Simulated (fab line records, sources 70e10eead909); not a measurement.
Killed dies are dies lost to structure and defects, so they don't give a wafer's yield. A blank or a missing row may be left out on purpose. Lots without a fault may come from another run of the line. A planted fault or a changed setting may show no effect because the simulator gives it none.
Chamber matching | flow nand_harc | NHARC_P_CONTACT_CMP_01 on cmp-03: 4 sister chambers
The step polishes SiO2, target thk 200 nm. 8 wafers are shown with their chamber, then 12 later ones without.

WAFERS WITH THEIR CHAMBER
wafer  | chamber | motor_current_A (A)
L087.1 | 2       | 13.6
L088.6 | 0       | 12.8
L090.3 | 3       | 11.6
L090.4 | 1       | 13.0
L090.5 | 1       | 13.1
L092.1 | 0       | 13.5
L092.3 | 2       | 14.0
L092.5 | 3       | 12.1

WAFERS WITHOUT THEIR CHAMBER
wafer  | motor_current_A (A)
L094.1 | 12.1
L094.3 | 12.4
L094.4 | 12.1
L096.1 | 13.8
L096.2 | 12.9
L096.4 | 12.7
L096.3 | 12.3
L096.5 | 14.2
L096.6 | 11.7
L097.1 | 12.4
L097.3 | 12.9
L097.4 | 11.5

WHICH CHAMBER EACH WENT THROUGH
wafer  | from the rows above          | in truth
L094.1 | 3                            | 3
L094.3 | can't be placed: 3 or 1 or 0 | 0
L094.4 | 3                            | 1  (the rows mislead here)
L096.1 | can't be placed: 2 or 0      | 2
L096.2 | can't be placed: 1 or 0      | 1
L096.4 | can't be placed: 1 or 0 or 3 | 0
L096.3 | can't be placed: 3 or 1 or 0 | 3
L096.5 | can't be placed: 2 or 0      | 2
L096.6 | 3                            | 3
L097.1 | can't be placed: 3 or 1 or 0 | 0
L097.3 | can't be placed: 1 or 0      | 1
L097.4 | 3                            | 3
Placed correctly: 3 of 12. Can't be placed from these rows: 8 (the true chamber is among the candidates in 8). Placed wrongly: 1.
How it was worked out, from the rows above alone: a wafer's distance from a chamber is the root of the sum, over the readings, of the square of ((its reading less the chamber's mean) divided by the reading's scatter). The wafer belongs to the nearest chamber; if the next one is less than 2 further off, it can't be placed. A chamber's mean is the mean of its shown wafers. The scatter: the root of (the sum of the squares of (reading less its chamber's mean) over the shown wafers, divided by (wafers less chambers)).
